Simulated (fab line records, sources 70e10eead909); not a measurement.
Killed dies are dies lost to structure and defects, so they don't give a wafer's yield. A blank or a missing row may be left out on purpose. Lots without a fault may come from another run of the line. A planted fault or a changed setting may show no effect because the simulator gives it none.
Chamber matching | flow nand_harc | NHARC_A_STAIRCASE_DESCUM_168 on rie_diel-05: 4 sister chambers
The step chemistry O2, time 3 s. 24 wafers are shown with their chamber, then 12 later ones without.

WAFERS WITH THEIR CHAMBER
wafer  | chamber | drypump_motor_current_A (A) | showerhead_plenum_p_Torr (Torr) | throttle_valve_pct (%)
L074.1 | 0       | 5.9                         | 1.80                            | 11.322
L074.4 | 2       | 4.6                         | 1.91                            | 11.299
L074.6 | 1       | 5.3                         | 1.99                            | 11.314
L076.3 | 3       | 6.3                         | 2.02                            | 11.297
L076.5 | 2       | 4.7                         | 1.91                            | 11.296
L076.6 | 1       | 5.3                         | 1.99                            | 11.323
L078.3 | 2       | 4.7                         | 1.90                            | 11.306
L078.4 | 3       | 6.3                         | 2.02                            | 11.310
L078.6 | 0       | 5.8                         | 1.79                            | 11.304
L077.2 | 1       | 5.3                         | 1.98                            | 11.306
L077.3 | 2       | 4.6                         | 1.90                            | 11.299
L077.4 | 3       | 6.3                         | 2.02                            | 11.306
L080.1 | 0       | 5.9                         | 1.79                            | 11.310
L080.5 | 3       | 6.4                         | 2.02                            | 11.327
L080.6 | 2       | 4.7                         | 1.90                            | 11.304
L082.3 | 1       | 5.3                         | 1.98                            | 11.314
L082.4 | 3       | 6.3                         | 2.01                            | 11.314
L082.6 | 3       | 6.3                         | 2.01                            | 11.308
L085.1 | 0       | 5.8                         | 1.79                            | 11.317
L085.3 | 1       | 5.3                         | 1.98                            | 11.318
L085.4 | 3       | 6.3                         | 2.01                            | 11.327
L087.1 | 0       | 5.9                         | 1.79                            | 11.293
L087.2 | 3       | 6.3                         | 2.01                            | 11.315
L087.4 | 1       | 5.3                         | 1.97                            | 11.306

SIGNATURES (means of the wafers above)
reading                  | chamber 0 | chamber 1 | chamber 2 | chamber 3 | scatter within a chamber
drypump_motor_current_A  | 5.860     | 5.300     | 4.660     | 6.312     | 0.0405
showerhead_plenum_p_Torr | 1.7920    | 1.9817    | 1.9040    | 2.0150    | 0.00585
throttle_valve_pct       | 11.30920  | 11.31350  | 11.30080  | 11.31300  | 0.00878
Rule: a wafer's distance from a chamber is the root of the sum, over the readings, of the square of ((its reading less the chamber's mean) divided by the reading's scatter). The wafer belongs to the nearest chamber; if the next one is less than 2 further off, it can't be placed. The scatter: the root of (the sum of the squares of (reading less its chamber's mean) over the shown wafers, divided by (wafers less chambers)).

WAFERS WITHOUT THEIR CHAMBER
wafer  | drypump_motor_current_A (A) | showerhead_plenum_p_Torr (Torr) | throttle_valve_pct (%)
L091.1 | 5.3                         | 1.97                            | 11.315
L091.3 | 5.9                         | 1.78                            | 11.307
L091.6 | 4.7                         | 1.89                            | 11.311
L092.1 | 4.7                         | 1.89                            | 11.306
L092.2 | 5.3                         | 1.97                            | 11.311
L092.3 | 5.8                         | 1.78                            | 11.315
L093.1 | 4.7                         | 1.89                            | 11.297
L093.4 | 5.3                         | 1.97                            | 11.307
L093.5 | 5.3                         | 1.97                            | 11.311
L095.1 | 5.8                         | 1.78                            | 11.328
L095.3 | 5.3                         | 1.97                            | 11.325
L095.5 | 5.3                         | 1.97                            | 11.305

WHICH CHAMBER EACH WENT THROUGH
wafer  | from the rows above | in truth
L091.1 | 1                   | 1
L091.3 | 0                   | 0
L091.6 | 2                   | 2
L092.1 | 2                   | 2
L092.2 | 1                   | 1
L092.3 | 0                   | 0
L093.1 | 2                   | 2
L093.4 | 1                   | 1
L093.5 | 1                   | 1
L095.1 | 0                   | 0
L095.3 | 1                   | 1
L095.5 | 1                   | 1
Placed correctly: 12 of 12. Can't be placed from these rows: 0. Placed wrongly: 0.
